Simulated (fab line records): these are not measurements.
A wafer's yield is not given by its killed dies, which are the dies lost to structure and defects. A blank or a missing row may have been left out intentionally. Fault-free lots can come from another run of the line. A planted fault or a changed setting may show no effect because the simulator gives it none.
Which tool is to blame?    flow nand harc    Sampling: 24 lots, 72 wafers, 2 of 1159 route steps

== WHAT THE GAUGES SHOWED, per wafer ==
NHARC_P_START_INSPECT_01. Usual: raw defect count 3.3, standard deviation 1.8.
lot   measured     on                 raw defect count  flag
L074  day 1 12:02  defect inspect-01  5 1 3             
L075  day 1 18:02  defect inspect-01  4 2 4             
L076  day 2 00:02  defect inspect-02  3 8 6             
L077  day 2 06:02  defect inspect-02  2 5 2             
L078  day 2 12:02  defect inspect-02  2 1 5             
L079  day 2 18:02  defect inspect-02  2 4 4             
L080  day 3 00:03  defect inspect-02  4 2 4             
L081  day 3 06:02  defect inspect-02  3 2 4             
L082  day 3 12:02  defect inspect-02  3 5 7             
L083  day 3 18:02  defect inspect-01  2 2 3             
L084  day 4 00:02  defect inspect-02  3 2 2             
L085  day 4 06:03  defect inspect-02  2 1 2             
L086  day 4 12:02  defect inspect-01  3 1 6             
L087  day 4 18:02  defect inspect-02  3 5 1             
L088  day 5 00:02  defect inspect-01  3 5 3             
L089  day 5 06:02  defect inspect-02  3 3 5             
L090  day 5 12:02  defect inspect-02  3 1 2             
L091  day 5 18:02  defect inspect-01  7 1 7             
L092  day 6 00:02  defect inspect-02  5 4 3             
L093  day 6 06:02  defect inspect-01  6 3 2             
L094  day 6 12:02  defect inspect-02  7 5 1             
L095  day 6 18:02  defect inspect-02  2 1 3             
L096  day 7 00:02  defect inspect-02  6 2 3             
L097  day 7 06:02  defect inspect-02  0 6 4             

NHARC_P_ZERO_WELL_CD_MEAS_11: target cd 500 nm. Usual: cd nm 499.5 nm, standard deviation 1.5.
lot   measured     on         cd nm (nm)         flag
L074  day 1 13:15  cd sem-03  497.2 498.8 498.6  
L075  day 1 19:16  cd sem-03  499.3 497.0 497.2  
L076  day 2 01:07  cd sem-01  501.2 501.6 500.2  
L077  day 2 07:15  cd sem-02  499.9 500.4 500.0  
L078  day 2 13:22  cd sem-02  500.0 500.7 499.1  
L079  day 2 19:18  cd sem-01  500.2 499.5 500.1  
L080  day 3 01:16  cd sem-03  500.4 499.0 497.2  
L081  day 3 07:15  cd sem-03  501.4 502.6 500.6  
L082  day 3 13:21  cd sem-01  501.0 499.3 499.5  
L083  day 3 19:13  cd sem-03  500.8 500.5 500.1  
L084  day 4 01:08  cd sem-01  502.9 502.4 501.5  
L085  day 4 07:16  cd sem-02  502.0 501.6 500.3  
L086  day 4 13:16  cd sem-03  498.3 500.0 500.1  
L087  day 4 19:07  cd sem-02  500.8 499.6 500.5  
L088  day 5 01:14  cd sem-01  498.8 498.5 498.3  
L089  day 5 07:16  cd sem-02  498.2 498.8 500.4  
L090  day 5 13:09  cd sem-03  498.6 500.9 499.5  
L091  day 5 19:16  cd sem-01  499.3 498.0 497.7  
L092  day 6 01:12  cd sem-03  499.0 497.1 499.0  
L093  day 6 07:14  cd sem-03  499.5 500.8 501.6  
L094  day 6 13:25  cd sem-03  500.6 499.1 497.9  
L095  day 6 19:15  cd sem-01  496.5 498.4 500.4  
L096  day 7 01:14  cd sem-03  499.5 495.9 497.0  
L097  day 7 07:15  cd sem-01  500.3 498.8 499.9  

== TOOL THAT RAN EACH LOT (tool first, then ch and the chambers of the sampled wafers, then the start) ==
The record shows no process step preceding these readings.

== WHAT THE TOOLS THEMSELVES READ (means of the sampled wafers that have a number; where no wafer has one, the mark that the record gives instead) ==
The record holds no such reading with a usual standard deviation.

== THE ANSWER, worked out from the rows above alone ==
Rule: lot off if the mean of its wafers having a number is beyond 3 standard deviations from the usual mean. A lot without any number at a reading at which 4 lots or more have one is off too. Where the step has rows for the other lots, those lots are counted as sound. The gauges are gone through in route order, then the tools' own readings, and for those a lot's mean is taken as printed above. The first step at which some lot is off is used, and at that step the reading that is off furthest; a lot without a number counts as furthest.
No lot is off at any reading shown: from this, nothing can be told.

== WHAT THE SIMULATOR HAD INSERTED ==
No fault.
